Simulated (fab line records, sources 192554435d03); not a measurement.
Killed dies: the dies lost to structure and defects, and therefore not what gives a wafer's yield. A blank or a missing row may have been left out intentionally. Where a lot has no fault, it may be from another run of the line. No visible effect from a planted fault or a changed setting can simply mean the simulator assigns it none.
8D (eight disciplines) problem report, filled in by code || flow n5Finfet || the parts of the form that need people (team, actions taken, sign-off) are left out

1. PROBLEM STATEMENT
Wafers without a fault read 1500.2 rpm, standard deviation 0.82; spinSpeedRpm at N5_BEOL_M2_COAT_68 reads a mean of 1729.8 rpm on 6 wafers belonging to 2 lots. So: +99 or more standard deviations from the usual mean.
The step: time 60 s, resist thk 12 nm.
First seen on wafer L654.1, day 11 05:56, on lithoTrack-03. The record holds 30 wafers of 10 lots with a number at this step. Rule for "out", or "out of limits": more than 4 standard deviations from the usual mean. The other wafers with a number count as sound.

2. WHAT IT IS; WHAT IT IS NOT
{"question": "which readings at this step", "is": "spinSpeedRpm", "is not": "-"}
{"question": "which lots", "is": "L654, L656", "is not": "L637, L638, L639, L643, L644, L650, L655, L658"}
{"question": "which wafers of those lots", "is": "all that have a number", "is not": "-"}
{"question": "read on which tools", "is": "lithoTrack-03", "is not": "lithoTrack-02, lithoTrack-05"}
{"question": "when", "is": "from day 11 05:56", "is not": "up to then (18 sound wafers); but 6 sound wafers of L655, L658 came after"}

3. WHAT RULES OUT EACH SUSPECT
Counting: any tool at a process step up to the reading is kept as a suspect provided that every lot that is out went through it and no sound lot did after the first of them.
- lithoTrack-03 at N5_BEOL_M2_COAT_68 (time 60 s, resist thk 12 nm): kept. It processed each lot that is out, first L654 at day 11 05:56, and no sound lot thereafter; up to then, the last sound lot it processed was L650 at day 10 11:08. Out on those wafers are its own readings of spinSpeedRpm.
Left after counting: lithoTrack-03 at N5_BEOL_M2_COAT_68.

4. THE CAUSE (what the simulator had put in)
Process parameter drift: lithoTrack-03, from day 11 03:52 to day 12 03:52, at N5_BEOL_M2_COAT_68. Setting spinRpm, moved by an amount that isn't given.
Counting left only this tool.

5. THE CHAIN OF EFFECTS, in route order
Rows list readings where the struck wafers' mean (over those with a number) sits beyond 3 standard deviations from the usual. Readings are gone through only where the record gives a usual standard deviation; hours: the median, over the lots, of the time from a lot's start at the first step in this table giving one to that lot's start at this step; sigmas: the change measured in usual standard deviations.
{"hours": 0, "step": "N5_BEOL_M2_COAT_68", "reading": "spinSpeedRpm", "usual": "1500.2 rpm", "on struck wafers": 1729.8, "change": "+229.6", "sigmas": "+99 or more"}
Process steps it contains:
- N5_BEOL_M2_COAT_68: time 60 s, resist thk 12 nm.
Later measuring or inspecting steps at which every struck wafer that the step has a row for has a number for every such reading, and none has moved that far: N5_BEOL_M4_RC_MEAS_101.

6. WHAT WOULD HAVE CAUGHT IT SOONER
2 hours passed between the start of the fault at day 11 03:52 and the first reading out of limits in this record, taken at day 11 05:56.
